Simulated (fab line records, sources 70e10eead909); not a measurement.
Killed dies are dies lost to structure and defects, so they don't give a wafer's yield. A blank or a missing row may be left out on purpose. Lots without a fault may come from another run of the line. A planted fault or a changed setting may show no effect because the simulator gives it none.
A struck lot beside a sound one | flow nand_harc | 14 steps out of a route of 1159
Sound: wafers L577.2, L577.3, L577.4. Struck: wafers L588.2, L588.4, L588.5. The cause comes at the end.
At each step with rows: each side's tool, then ch and its chambers, then its first start. Under that, the readings that differ: sound wafers | struck wafers | difference of the means | sigmas: that difference in standard deviations of wafers without a fault.
alike: readings whose means differ by less than 2 such deviations, and words and numbers that are the same on both sides. not compared: withheld readings, readings that some wafer has no value for, bounds like >300 that may hide the same value, and numbers for which the record gives no deviation and whose values overlap.
The two part at a step that has a row with sigmas, a row that says differs or no value, or rows on one side only. Numbers that don't overlap but have no deviation are shown without sigmas and don't part them. A reading that every wafer of one side lacks parts them only if that side has two wafers or more.

NHARC_A_ONON_D1_THK_MEAS_30: measures by ellipsometry.
  sound on film_metro-01, day 8 21:20; struck on film_metro-01, day 11 10:17
  alike: thk_nm
NHARC_A_ONON_D1_DEP_33: deposits SiO2, target thk 200 nm.
  sound on pecvd-01 ch 1,2, day 8 21:23; struck on pecvd-01 ch 0,1,2, day 11 10:21
  alike: heater_power_w, showerhead_vpp_V, throttle_valve_pct
NHARC_A_ONON_D1_THK_MEAS_34: measures by ellipsometry.
  sound on film_metro-02, day 8 21:49; struck on film_metro-02, day 11 10:46
  alike: thk_nm
NHARC_A_ONON_D1_INSPECT_32:
  sound on defect_inspect-01, day 8 21:53; struck on defect_inspect-02, day 11 10:49
  alike: raw_defect_count
NHARC_A_CHANNEL_HOLE_D1_DEP_00: deposits aC, target thk 3100 nm.
  sound on acl_dep-02 ch 0, day 8 23:48; struck on acl_dep-02 ch 0, day 11 12:32
  alike: throttle_valve_pct
NHARC_A_CHANNEL_HOLE_D1_DEP_01: deposits SiON, target thk 140 nm.
  sound on pecvd-04 ch 0,1,2, day 9 01:25; struck on pecvd-01 ch 0,2, day 11 14:10
  alike: heater_power_w, showerhead_vpp_V
then, 5 steps without rows for these wafers: NHARC_A_CHANNEL_HOLE_D1_DEHYDRATE_02 (time 120 s); NHARC_A_CHANNEL_HOLE_D1_HMDS_03 (time 30 s); NHARC_A_CHANNEL_HOLE_D1_COAT_36 (time 75 s); NHARC_A_CHANNEL_HOLE_D1_COAT_37 (time 65 s); NHARC_A_CHANNEL_HOLE_D1_COAT_04 (resist thk 90 nm).
NHARC_A_CHANNEL_HOLE_D1_SOFTBAKE_05: time 55 s.
  sound on litho_track-04 ch 0, day 9 01:00; struck on litho_track-01 ch 0, day 11 14:00
  reading                  | sound                | struck               | difference | sigmas
  heater_power_total_W (W) | 188.45 188.47 188.40 | 192.89 192.99 192.91 | +4.49      | +35
then, 1 step without rows for these wafers: NHARC_A_CHANNEL_HOLE_D1_EBR_06.
NHARC_END_SORT_01:
  the record has rows for the sound wafers here (prober-02 ch 0, day 20 18:47) and none for the struck ones

WHERE THEY PART
First at NHARC_A_CHANNEL_HOLE_D1_SOFTBAKE_05; last, within this record, at NHARC_END_SORT_01.

WHY: what the simulator had put in
Process parameter drift: litho_track-01, from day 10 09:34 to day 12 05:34, at NHARC_A_CHANNEL_HOLE_D1_SOFTBAKE_05. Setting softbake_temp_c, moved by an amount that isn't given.
